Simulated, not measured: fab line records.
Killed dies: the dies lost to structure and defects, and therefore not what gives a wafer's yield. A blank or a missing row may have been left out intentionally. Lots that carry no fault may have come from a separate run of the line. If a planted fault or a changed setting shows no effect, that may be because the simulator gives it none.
fab line records + flow n5Finfet
record
- lots=5
- wafers=15
- lastDay=16
route steps=1938 shown BEOL_M0_CUTY@712 BEOL_M0@715 BEOL_M1@751 PASSIVATION@1936
lots that met no fault: from a run of the same line without faults
startH: hours from the record's first day to the start of the lot's first wafer shown + waitH: hours from the lot's prior step to this one + " same as the row above + L1.1+2: a row that stands for several wafers + - no value, or no start given + * or withheld: withheld + < > ~ a bound
route shown NAME@n: a module of which the file shows steps, and the number in the route of the first + usual: average and standard deviation across the fault-free wafers + same: alike in all rows + chamber/n: place in a boat + sites: readings site by site + _std_site: the values' standard deviation + _edge_site: outer sites' mean less inner sites' + radiusMm: how far each site lies from the wafer's centre + mask NAME#n: copy n + behind: tool/chamber where the wafer was last shaped + hold: reason for holding the lot/hours on hold/outcome of the hold + device: names the non-switching transistor (n, p or np) + end of line: the tests these same wafers got at the end of their route + where a step has no rows: the recipe by itself + killed: not the wafer's yield, but the dies lost to structure and defects at the first sort + map: a wafer's dies, marking killed ones x, the rest . and places with no die _
set.NAME: the run value of the setting; set.NAME@STEP: its run value at that earlier step + model.NAME: the simulator's own value behind a step, which no gauge read
lots at some steps of the route; a table a step, a row a wafer
services: a tool's chamber out of use, with start hour (startH, from the record's first day; less than 0 if before it), hours out, and reason
## steps
# step N5_BEOL_M0_CUTY_ETCH_62
# recipe
- chemistry=CF4
- target=SiARC
- maskMaterial=CAR-ArF-block
- timeS=58.5
- ionEnergyEv=80
- pressureMtorr=40
- sourceW=545
- biasW=36
- Ar_flow_sccm=100
- cf4FlowSccm=100
- ends=cleared
# step N5_BEOL_M0_CUTY_ETCH_63
# recipe
- chemistry=N2/H2
- target=SOC
- targetDepthA=827
- overetchA=165
- maskMaterial=SiARC
- tempC=40
- ionEnergyEv=200
- timeS=124
- pressureMtorr=30
- sourceW=840
- biasW=150
- n2FlowSccm=200
- h2FlowSccm=200
# step N5_BEOL_M0_CUTY_STRIP_64
# recipe
- chemistry=N2/H2
- tempC=40
- n2FlowSccm=200
- h2FlowSccm=200
- rfFrequencyHz=6e+07
# step N5_BEOL_M0_ETCH_138
# recipe
- chemistry=CH3F/O2
- targetDepthA=120
- target=SiCN
- timeS=31.6
- ionEnergyEv=120
- pressureMtorr=30
- sourceW=395
- biasW=75
- Ar_flow_sccm=150
- CH3F_flow_sccm=30
- O2_flow_sccm=20
- ends=cleared
# step N5_BEOL_M0_HM_OPEN_105
# recipe
- chemistry=Cl2/BCl3
- targetDepthA=120
- target=TiN
- ionEnergyEv=150
- pressureMtorr=10
- icpW=1000
- biasW=126
- Cl2_flow_sccm=53.25
- bcl3FlowSccm=21.75
- Ar_flow_sccm=25
# usual
- drypumpMotorCurrentA=5.5/0.35
- oesProductAu=0.79/0.07
- throttleValvePct=22.0/0.38
| lot.wafer | tool        | chamber | startH | waitH | drypumpMotorCurrentA | oesProductAu | rfHoursCounterH | throttleValvePct |
|-----------|-------------|---------|--------|-------|----------------------|--------------|-----------------|------------------|
| L401.1    | rieMetal-03 | 1       | 139.15 | 0.8   | 5.6                  | 0.92         | 7               | 22.2             |
| L401.2    | "           | 0       | "      | "     | 4.9                  | 0.67         | 87              | 22.5             |
| L401.6    | "           | 0       | "      | "     | 4.9                  | 0.67         | -               | 22.6             |
| L402.3    | rieMetal-01 | 0       | 147.58 | 0.1   | 5.3                  | 0.75         | -               | 21.8             |
| L402.4    | "           | 1       | "      | "     | 6.1                  | 0.81         | -               | 22.3             |
| L402.5    | "           | 0       | "      | "     | 5.3                  | 0.75         | -               | 21.7             |
| L417.2    | rieMetal-03 | 0       | 231.81 | 0.1   | 4.9                  | 0.65         | 96              | 22.6             |
| L417.3    | "           | 0       | "      | "     | 4.9                  | 0.65         | -               | 22.6             |
| L417.4    | "           | 1       | "      | "     | 5.6                  | 0.87         | -               | 22.2             |
| L418.1    | rieMetal-03 | 1       | 237.96 | 0.6   | 5.6                  | 0.86         | 16              | 22.2             |
| L418.3    | "           | 0       | "      | "     | 4.9                  | 0.65         | -               | 22.6             |
| L418.5    | "           | 0       | "      | "     | 4.9                  | 0.65         | -               | 22.6             |
| L419.3    | rieMetal-02 | 1       | 247.17 | 0.8   | 5.2                  | 0.83         | -               | 21.8             |
| L419.4    | "           | 0       | "      | "     | 5.5                  | 0.75         | -               | 21.4             |
| L419.5    | "           | 0       | "      | "     | 5.5                  | 0.74         | -               | 21.4             |
# step N5_BEOL_M0_STRIP_140
# recipe
- chemistry=CF4
- resist=SiARC
- powerW=300
- biasPowerW=75
- pressureMtorr=50
- cf4FlowSccm=150
- rfFrequencyHz=6e+07
# step N5_BEOL_M0_STRIP_104
# recipe
- chemistry=N2/H2
- powerW=450
- tempC=40
- pressureMtorr=20
- rfFrequencyHz=6e+07
- overashFraction=0.3
- biasPowerW=7
- h2Frac=0.5
- n2FlowSccm=200
- h2FlowSccm=200
# step N5_BEOL_M0_WET_ETCH_106
# recipe
- chemistry=DHF
- dilution=10:1
- tempC=25
- target=SiO2
- targetDepthA=1300
- dry=ipaMarangoni
- rinseTimeS=30
- rinseTempC=23
# step N5_BEOL_M0_ETCH_128
# recipe
- chemistry=CF4/N2
- targetDepthA=120
- overetchA=51
- target=SiCN
- timeS=21.4
- ionEnergyEv=150
- pressureMtorr=40
- sourceW=430
- biasW=70
- Ar_flow_sccm=100
- cf4FlowSccm=60
- n2FlowSccm=60
# step N5_BEOL_M0_TRENCH_ETCH_107
# recipe
- chemistry=C4F6/O2
- targetDepthA=328
- target=SiOC
- timeS=16.4
- ionEnergyEv=250
- pressureMtorr=30
- sourceW=355
- biasW=185
- Ar_flow_sccm=300
- C4F6_flow_sccm=10
- O2_flow_sccm=10
# usual
- drypumpMotorCurrentA=5.9/0.48
- oesProductAu=0.78/0.078
- rfVppV=665/5.3
- showerheadPlenumPTorr=2.87/0.088
- throttleValvePct=20.84/0.25
| lot.wafer | tool       | chamber | startH | waitH | drypumpMotorCurrentA | oesProductAu | rfHoursCounterH | rfVppV | showerheadPlenumPTorr | throttleValvePct |
|-----------|------------|---------|--------|-------|----------------------|--------------|-----------------|--------|-----------------------|------------------|
| L401.1    | rieDiel-04 | 1       | 140.12 | 0.0   | 5.7                  | 0.80         | 115             | 668    | 2.85                  | 21.07            |
| L401.2    | "          | 0       | "      | "     | 6.6                  | 0.70         | 212             | 664    | 2.70                  | 20.58            |
| L401.6    | "          | 1       | "      | "     | 5.7                  | 0.79         | -               | 666    | 2.86                  | 21.08            |
| L402.3    | rieDiel-05 | 2       | 148.30 | 0.0   | 6.6                  | 0.77         | 133             | 664    | 2.86                  | 20.84            |
| L402.4    | "          | 0       | "      | "     | 5.6                  | 0.83         | 75              | 670    | 2.77                  | 20.65            |
| L402.5    | "          | 1       | "      | "     | 6.3                  | 0.69         | -               | 679    | 2.93                  | 20.94            |
| L417.2    | rieDiel-01 | 1       | 232.19 | 0.0   | 6.7                  | 0.84         | 75              | 672    | 2.89                  | 21.25            |
| L417.3    | "          | 3       | "      | "     | 5.1                  | 0.70         | 233             | 657    | 2.71                  | 20.93            |
| L417.4    | "          | 2       | "      | "     | 6.6                  | 0.69         | 215             | 669    | 2.82                  | 20.90            |
| L418.1    | rieDiel-04 | 1       | 238.36 | 0.0   | 5.7                  | 0.77         | 154             | 668    | 2.84                  | 21.14            |
| L418.3    | "          | 3       | "      | "     | 5.7                  | 0.70         | 217             | 666    | 2.95                  | 20.73            |
| L418.5    | "          | 2       | "      | "     | 5.7                  | 0.88         | -               | 657    | 2.91                  | 20.38            |
| L419.3    | rieDiel-04 | 1       | 247.52 | 0.0   | 5.7                  | 0.77         | 159             | 665    | 2.83                  | 21.16            |
| L419.4    | "          | 2       | "      | "     | 5.7                  | 0.88         | -               | 657    | 2.90                  | 20.36            |
| L419.5    | "          | 1       | "      | "     | 5.7                  | 0.75         | -               | 667    | 2.83                  | 21.14            |
# step N5_BEOL_M0_STRIP_142
# recipe
- chemistry=N2/H2
- timeS=10
- powerW=450
- tempC=40
- pressureMtorr=20
- rfFrequencyHz=6e+07
- biasPowerW=7
- n2FlowSccm=200
- h2FlowSccm=200
# step N5_BEOL_M0_OCD_MEAS_108
# usual
- trenchDepthNm=32.6/0.44
| lot.wafer | tool   | chamber | startH | waitH | trenchDepthNm |
|-----------|--------|---------|--------|-------|---------------|
| L401.1    | ocd-02 | -       | 140.23 | 0.1   | 33.1          |
| L401.2    | "      | -       | "      | "     | 32.3          |
| L401.6    | "      | -       | "      | "     | 33.0          |
| L402.3    | ocd-02 | -       | 148.41 | 0.1   | 32.1          |
| L402.4    | "      | -       | "      | "     | 31.8          |
| L402.5    | "      | -       | "      | "     | 32.2          |
| L417.2    | ocd-01 | -       | 232.30 | 0.1   | 32.2          |
| L417.3    | "      | -       | "      | "     | 32.4          |
| L417.4    | "      | -       | "      | "     | 31.9          |
| L418.1    | ocd-02 | -       | 238.46 | 0.1   | 32.9          |
| L418.3    | "      | -       | "      | "     | 32.6          |
| L418.5    | "      | -       | "      | "     | 32.8          |
| L419.3    | ocd-01 | -       | 247.63 | 0.1   | 33.2          |
| L419.4    | "      | -       | "      | "     | 32.6          |
| L419.5    | "      | -       | "      | "     | 32.6          |
# step N5_BEOL_M0_HM_STRIP_129
# recipe
- chemistry=peroxideTinStrip
- material=TiN
- targetDepthA=170
- tempC=50
- timeS=108
| lot.wafer  | tool        | chamber | startH | waitH |
|------------|-------------|---------|--------|-------|
| L401.1+2+6 | wetBench-04 | 6,1,2   | 140.26 | 0.0   |
| L402.3+4+5 | wetBench-01 | 7,1,4   | 148.44 | 0.0   |
| L417.2+3+4 | wetBench-04 | 4,7,3   | 232.33 | 0.0   |
| L418.1+3+5 | wetBench-06 | 6,7,2   | 238.50 | 0.0   |
| L419.3+4+5 | wetBench-01 | 7,5,4   | 247.66 | 0.0   |
# step N5_BEOL_M0_SRD_130
# recipe
- timeS=30
- tempC=23
- rinseLiquid=diw
- dry=ipaMarangoni
# step N5_BEOL_M0_ETCH_109
# recipe
- chemistry=CH3F/O2
- targetDepthA=80
- overetchA=24
- target=SiCN
- timeS=27.4
- ionEnergyEv=120
- pressureMtorr=30
- sourceW=395
- biasW=75
- Ar_flow_sccm=150
- CH3F_flow_sccm=30
- O2_flow_sccm=20
# step N5_BEOL_M0_STRIP_139
# recipe
- chemistry=postEtchResidueRemover
- timeS=60
- tempC=25
- removerPh=withheld
- removerWaterWtPct=withheld
- removerFluorideWtPct=withheld
# step N5_BEOL_M0_SRD_111
# recipe
- timeS=30
- tempC=23
- rinseLiquid=diw
- dry=ipaMarangoni
# step N5_BEOL_M0_DEGAS_112
# recipe
- ambient=vacuum
- tempC=250
- timeS=60
# step N5_BEOL_M0_PRE_CLEAN_113
# recipe
- gas=H2/He
- timeS=30
- tempC=250
# step N5_BEOL_M0_ALD_136
# recipe
- material=TaN
- targetThkA=*
- tempC=275
- aldPrecursorFamily=PDMAT
- aldCoReactant=NH3
- pressureTorr=3
- carrierFlowSccm=1500
- pulseTimeS=2
- purgeTimeS=3
- coReactantPurgeTimeS=2
- coReactantPulseTimeS=3
- aldCycles=30
- precursorVesselTempC=75
- precursorVesselPressureTorr=26.25
- precursorVesselCarrierSccm=1000
# step N5_BEOL_M0_SURFACE_TREAT_137
# recipe
- gas=Ar
- timeS=*
- ionEnergyEv=*
- ionCurrentMaCm2=0.5
- pressureMtorr=*
- arFlowSccm=30
# step N5_BEOL_M0_CVD_115
# recipe
- material=Co
- targetThkA=*
- tempC=withheld
- precursor=CCTBA/H2
- pressureTorr=30
- timeS=120
# step N5_BEOL_M0_SPUTTER_116
# recipe
- material=Cu
- targetThkA=40
- tempC=-20
- chamberPressurePa=0.07
- powerW=withheld
- timeS=7.37
# step N5_BEOL_M0_ANNEAL_117
# recipe
- tempC=400
- timeS=60
- ambient=vacuum
# usual
- heaterPowerW=799/92
- susceptor_temp_C_max=400.9/0.38
| lot.wafer | tool          | chamber | startH | waitH | heaterPowerW | susceptor_temp_C_max |
|-----------|---------------|---------|--------|-------|--------------|----------------------|
| L401.1    | pvdSputter-01 | -       | 141.45 | 0.0   | 894          | 400.5                |
| L401.2    | "             | -       | "      | "     | 779          | 400.6                |
| L401.6    | "             | -       | "      | "     | 797          | 401.2                |
| L402.3    | pvdSputter-01 | -       | 151.90 | 0.0   | 835          | 401.1                |
| L402.4    | "             | -       | "      | "     | 906          | 400.9                |
| L402.5    | "             | -       | "      | "     | 994          | 401.3                |
| L417.2    | pvdSputter-02 | -       | 236.05 | 0.0   | 773          | 401.1                |
| L417.3    | "             | -       | "      | "     | 786          | 400.8                |
| L417.4    | "             | -       | "      | "     | 588          | 400.6                |
| L418.1    | pvdSputter-02 | -       | 240.00 | 0.0   | 779          | 400.8                |
| L418.3    | "             | -       | "      | "     | 819          | 400.8                |
| L418.5    | "             | -       | "      | "     | 598          | 400.5                |
| L419.3    | pvdSputter-02 | -       | 249.33 | 0.0   | 808          | 400.9                |
| L419.4    | "             | -       | "      | "     | 597          | 401.0                |
| L419.5    | "             | -       | "      | "     | 776          | 400.9                |
# step N5_BEOL_M0_SPUTTER_132
# recipe
- material=Cu
- targetThkA=40
- tempC=-20
- chamberPressurePa=0.07
- powerW=withheld
- timeS=7.37
# step N5_BEOL_M0_ANNEAL_133
# recipe
- tempC=400
- timeS=60
- ambient=vacuum
# step N5_BEOL_M0_SPUTTER_134
# recipe
- material=Cu
- targetThkA=40
- tempC=-20
- chamberPressurePa=0.07
- powerW=withheld
- timeS=7.37
# step N5_BEOL_M0_ANNEAL_135
# recipe
- tempC=400
- timeS=60
- ambient=vacuum
# step N5_BEOL_M0_SPUTTER_141
# recipe
- material=Cu
- targetThkA=40
- tempC=-20
- chamberPressurePa=0.07
- powerW=withheld
- timeS=7.37
# step N5_BEOL_M0_ECD_118
# recipe
- material=Cu
- targetThkA=3000
# step N5_BEOL_M0_ANNEAL_119
# recipe
- tempC=225
- timeS=90
- ambient=N2
# step N5_BEOL_M0_CMP_120
# recipe
- stopOn=SiOC
- tOverpolishS=6.9
- downForcePsi=1
- platenRpm=50
- clearingPlatenDownForcePsi=1.5
- clearingPlatenRpm=50
- postCmpClean=cuAlkaline
- clearingPlatenPadVelocityMS=0.99484
- padVelocityMS=0.99484
# usual
- barrierFieldEndpointS=3.64/0.1
- motorCurrentA=6.3/0.56
- overpolishRunS=6.900/0.0088
- timeToEndpointS=62.6/2.5
# same
- tOverpolishS=6.9
| lot.wafer | tool   | chamber | startH | waitH | barrierFieldEndpointS | motorCurrentA | overpolishRunS | timeToEndpointS |
|-----------|--------|---------|--------|-------|-----------------------|---------------|----------------|-----------------|
| L401.1    | cmp-04 | 0       | 142.80 | 0.3   | 3.60                  | 5.4           | 6.896          | 62.9            |
| L401.2    | "      | 1       | "      | "     | 3.53                  | 6.0           | 6.890          | 64.5            |
| L401.6    | "      | 3       | "      | "     | 3.64                  | 6.6           | 6.900          | 66.5            |
| L402.4    | cmp-03 | 3       | 153.03 | 0.3   | 3.75                  | 6.4           | 6.889          | 58.1            |
| L402.3    | "      | 2       | "      | "     | 3.75                  | 6.5           | 6.910          | 57.2            |
| L402.5    | "      | 0       | "      | "     | 3.72                  | 6.3           | 6.892          | 62.8            |
| L417.3    | cmp-03 | 3       | 236.82 | 0.2   | 3.78                  | 6.6           | 6.910          | 62.7            |
| L417.4    | "      | 1       | "      | "     | 3.69                  | 6.1           | 6.891          | 61.2            |
| L417.2    | "      | 2       | "      | "     | 3.81                  | 6.2           | 6.900          | 63.3            |
| L418.3    | cmp-04 | 2       | 240.78 | 0.2   | 3.50                  | 6.7           | 6.897          | 60.7            |
| L418.1    | "      | 1       | "      | "     | 3.62                  | 6.2           | 6.885          | 61.4            |
| L418.5    | "      | 2       | "      | "     | 3.67                  | 6.7           | 6.905          | 63.0            |
| L419.3    | cmp-03 | 1       | 250.17 | 0.2   | 3.76                  | 5.9           | 6.912          | 67.1            |
| L419.4    | "      | 2       | "      | "     | 3.50                  | 6.0           | 6.893          | 61.7            |
| L419.5    | "      | 3       | "      | "     | 3.60                  | 6.7           | 6.892          | 62.6            |
# step N5_BEOL_M0_PRE_CLEAN_131
# recipe
- gas=NH3/H2
- timeS=15
- tempC=*
- rfPowerW=300
# usual
- heaterPowerW=97/30
| lot.wafer | tool     | chamber | startH | waitH | heaterPowerW | sinceWetCleanH |
|-----------|----------|---------|--------|-------|--------------|----------------|
| L401.1    | cvdCo-02 | 2       | 143.06 | 0.0   | 75           | 225            |
| L401.2    | "        | 1       | "      | "     | 153          | 1122           |
| L401.6    | "        | 0       | "      | "     | 97           | -              |
| L402.3    | cvdCo-01 | 0       | 153.36 | 0.0   | 99           | 913            |
| L402.4    | "        | 0       | "      | "     | 95           | -              |
| L402.5    | "        | 1       | "      | "     | 95           | -              |
| L417.2    | cvdCo-02 | 1       | 237.16 | 0.0   | 150          | 1216           |
| L417.3    | "        | 2       | "      | "     | 76           | 319            |
| L417.4    | "        | 1       | "      | "     | 153          | -              |
| L418.1    | cvdCo-01 | 1       | 241.11 | 0.0   | 98           | 104            |
| L418.3    | "        | 2       | "      | "     | 59           | 542            |
| L418.5    | "        | 1       | "      | "     | 98           | -              |
| L419.3    | cvdCo-02 | 0       | 250.45 | 0.1   | 97           | -              |
| L419.4    | "        | 1       | "      | "     | 150          | -              |
| L419.5    | "        | 0       | "      | "     | 95           | -              |
# step N5_BEOL_M0_CO_CAP_123
# recipe
- material=Co
- targetThkA=20
- tempC=200
- precursor=CCTBA/H2
- pressureTorr=30
- timeS=102.1
# step N5_BEOL_M0_PRE_CLEAN_124
# recipe
- gas=NH3
- timeS=15
- tempC=withheld
- rfPowerW=300
# step N5_BEOL_M0_DEP_125
# recipe
- material=SiCN
- targetThkA=80
- tempC=withheld
- precursor=3MS/NH3
- pressureTorr=3
- rfW=202
- timeS=14
# step N5_BEOL_M0_RS_MEAS_126
# recipe
- thkMeasGauge=four-point-probe
- reads=Co_of_BEOL_M0_CO_CAP_123+Cu_of_BEOL_M0_ECD_118+Co_of_BEOL_M0_CVD_115+TaN_of_BEOL_M0_ALD_136
# usual
- M0_RS=0.530/0.014
| lot.wafer | tool         | chamber | startH | waitH | M0_RS[ohm/sq] |
|-----------|--------------|---------|--------|-------|---------------|
| L401.1    | filmMetro-01 | -       | 143.28 | 0.0   | 0.528         |
| L401.2    | "            | -       | "      | "     | 0.535         |
| L401.6    | "            | -       | "      | "     | 0.511         |
| L402.3    | filmMetro-02 | -       | 153.59 | 0.1   | 0.545         |
| L402.4    | "            | -       | "      | "     | 0.530         |
| L402.5    | "            | -       | "      | "     | 0.535         |
| L417.2    | filmMetro-01 | -       | 237.38 | 0.1   | 0.543         |
| L417.3    | "            | -       | "      | "     | 0.531         |
| L417.4    | "            | -       | "      | "     | 0.527         |
| L418.1    | filmMetro-02 | -       | 241.33 | 0.0   | 0.555         |
| L418.3    | "            | -       | "      | "     | 0.537         |
| L418.5    | "            | -       | "      | "     | 0.537         |
| L419.3    | filmMetro-02 | -       | 250.71 | 0.1   | 0.522         |
| L419.4    | "            | -       | "      | "     | 0.529         |
| L419.5    | "            | -       | "      | "     | 0.524         |
# step N5_BEOL_M1_ILD_DEP_00
# recipe
- material=SiOC
- targetThkA=790
- tempC=350
- precursor=DEMS/O2
- pressureTorr=5
- rfW=500
- timeS=15.3
# step N5_BEOL_M1_THK_MEAS_01
# recipe
- reads=SiOC_of_BEOL_M1_ILD_DEP_00
# usual
- M1_ILD_THK=78.7/0.82
| lot.wafer | tool         | chamber | startH | waitH | M1_ILD_THK[nm] |
|-----------|--------------|---------|--------|-------|----------------|
| L401.1    | filmMetro-02 | -       | 143.41 | 0.0   | 77.7           |
| L401.2    | "            | -       | "      | "     | 79.0           |
| L401.6    | "            | -       | "      | "     | 78.6           |
| L402.3    | filmMetro-02 | -       | 153.72 | 0.1   | 77.5           |
| L402.4    | "            | -       | "      | "     | 79.7           |
| L402.5    | "            | -       | "      | "     | 80.0           |
| L417.2    | filmMetro-01 | -       | 237.51 | 0.1   | 78.2           |
| L417.3    | "            | -       | "      | "     | 77.4           |
| L417.4    | "            | -       | "      | "     | 78.5           |
| L418.1    | filmMetro-02 | -       | 241.46 | 0.0   | 77.9           |
| L418.3    | "            | -       | "      | "     | 79.6           |
| L418.5    | "            | -       | "      | "     | 80.4           |
| L419.3    | filmMetro-01 | -       | 250.84 | 0.1   | 78.1           |
| L419.4    | "            | -       | "      | "     | 80.1           |
| L419.5    | "            | -       | "      | "     | 79.6           |
# step N5_BEOL_M1_PECVD_72
# recipe
- material=SiO2
- targetThkA=160
- tempC=400
- precursor=TEOS/O2
- pressureTorr=5.5
- rfW=450
- teosFlowSccm=53.8
- gas=O2
- flowSccm=3000
- timeS=18
# step N5_PASSIVATION_PROBE_49
# usual
- defectLimitedYield=91.3/1.5
- killed_at_M0_to_M3=35/10
- killed_at_M4_up=13/5.3
- killedAtContacts=12/5.7
- killedAtFrontEnd=39/11
- killedAtOther=3.3/2.7
- killedDies=102/18
- killedOpen=67/13
- killedShort=34/7.8
- sort_bin_5_function=5.1/1
- sort_bin_6_memory=3.3/0.68
- sortNPass=1078/18
- sortYieldPct=91.3/1.5
# same
- grossDies=1180
- killedAtBackSide=0
- sort_bin_4_leakage[%]=0
- sort_bin_8_speed[%]=0
| lot.wafer | tool      | chamber | startH | waitH | defectLimitedYield[%] | killed_at_M0_to_M3 | killed_at_M4_up | killedAtContacts | killedAtFrontEnd | killedAtOther | killedDies | killedOpen | killedShort | sort_bin_5_function[%] | sort_bin_6_memory[%] | sortNPass | sortYieldPct[%] |
|-----------|-----------|---------|--------|-------|-----------------------|--------------------|-----------------|------------------|------------------|---------------|------------|------------|-------------|------------------------|----------------------|-----------|-----------------|
| L417.3    | prober-01 | -       | 375.62 | 0.1   | 87.4                  | 81                 | 16              | 10               | 40               | 2             | 149        | 72         | 45          | 8.4                    | 3.1                  | 1031      | 87.4            |
# killed by level:class
L417.3 BEOL_M0:unspecified=32 BEOL_M3:geometricParticle:open=14 FIN_SAQP:geometricParticle:short=11 BEOL_M1:geometricParticle:open=10 BEOL_M2:geometricParticle:open=9 MOL_CONTACT_COAG:geometricParticle:open=7 SPACER0:geometricParticle:short=4 GATE_CUT:geometricParticle:short=4
# map L417.3 (x killed, . not)
_________________..xx........________________
______________................x._____________
___________........................__________
__________.....xxx........x........._________
________...........x..............x.x._______
_______.......x..x..x..................______
______.................xx.....x...x....x_____
_____...x.........x....x....x............____
____.x..x.....x.....x...x...........x.x...___
___........x..........x...x...........x....__
___....x......x.x..x.x...........x.x.......__
__....x....................................._
__.............x...x...........x...x.......x_
_...x.x..x............x........x.x.....x.....
_..........x..................x...x...x......
_.......x.x....x....x.........x...x...xx.....
_..........................x.x............x..
_..................x.x.......................
_.......x..x...........................xx.x..
_.xx...........x...................x.x.......
_...........x..........xx........x....xx.x...
__...........x........................x....._
__..x..xxx....................x........x...._
___.........x................xx.x..........__
___........................x.......x.......__
____....x......x.....x........x...........___
_____....................................____
______...x.........................x.x.._____
_______............x...........x.......______
________..x.......x.x................._______
__________.xxxxxxx.................._________
___________xxxxxxxx.xx....xx..x...x__________
______________xxxxxxxxxx........_____________
_________________xxxxx.......________________
# map L401.1 (x killed, . not)
_________________...........x________________
______________........x........._____________
___________.......x..x.........x...__________
__________.........................._________
________...................xx........._______
_______................................______
______.......x....x................x...._____
_____............x.......................____
____..................x.x..........x......___
___x................x........x.............__
___.........x.................x.......x....__
__.......................x.....x............_
__........................x......x..x......._
_.....x.................x.......x..x.........
_.............x..x........................x..
_........xx......x.x.......x...............x.
_x.....x.........xx..........................
_..........x.x.............x..........x......
_........x........x........x......x.........x
_...........................x.......x....x.x.
_.......................x..........x.........
__.x...........xx.....................x...x._
__........x................................._
___........................................__
___...........x.......x....................__
____..........................x..x........___
_____....................................____
______.....x.x.x...x......x............._____
_______......x.........................______
________.............x................_______
__________.x..............x........._________
___________.........x.x............__________
______________...x.x............_____________
_________________............________________
## services
| tool        | chamber | startH | hours | kind   |
|-------------|---------|--------|-------|--------|
| rieDiel-05  | 2       | 119.71 | 1.5   | repair |
| rieMetal-01 | 0       | 134.08 | 6.0   | repair |
| cmp-03      | -       | 142.93 | 1.2   | repair |
| cmp-04      | -       | 149.07 | 6.8   | pm     |
| rieDiel-04  | 1       | 160.26 | 9.4   | repair |
| cmp-04      | -       | 164.22 | 2.1   | repair |
| cmp-03      | -       | 164.27 | 0.9   | repair |
| rieMetal-03 | -       | 166.18 | 2.2   | repair |
| cmp-04      | -       | 174.93 | 1.3   | repair |
| cmp-03      | -       | 175.11 | 3.4   | pm     |
| cvdCo-01    | 2       | 178.45 | 2.3   | repair |
| rieDiel-01  | -       | 182.64 | 29.3  | repair |
| cvdCo-02    | 0       | 183.03 | 9.2   | repair |
| cvdCo-02    | -       | 192.72 | 6.9   | pm     |
| cmp-03      | -       | 195.42 | 1.8   | repair |
| cmp-04      | -       | 209.28 | 0.9   | repair |
| rieDiel-04  | 2       | 210.03 | 5.3   | repair |
| rieDiel-04  | 1       | 217.31 | 5.0   | repair |
| rieDiel-01  | 3       | 221.31 | 4.5   | repair |
| cvdCo-01    | -       | 234.99 | 6.0   | pm     |
| cmp-03      | -       | 238.32 | 4.0   | pm     |
| rieDiel-01  | 2       | 240.16 | 6.1   | repair |
| cvdCo-02    | 2       | 248.60 | 21.1  | repair |
| cvdCo-01    | -       | 249.98 | 0.8   | repair |
## key
firstSign
- step=N5_PASSIVATION_PROBE_49
- reading=killed_at_M0_to_M3
- direction=up
- sigmas=4.5
- usual=35
- struck=81
moreKillsBornAt
- N5_BEOL_M0_HM_STRIP_129@wetBench-04=32
metAt N5_BEOL_M0_HM_STRIP_129
struckWafers L417.3
fault
- kind=chamberParticleSource
- tool=wetBench-04
- chamber=7
- onsetH=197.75
- steps=N5_BEOL_M0_HM_STRIP_129
- ratePerVisitCm2=1.0492
- endH=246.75
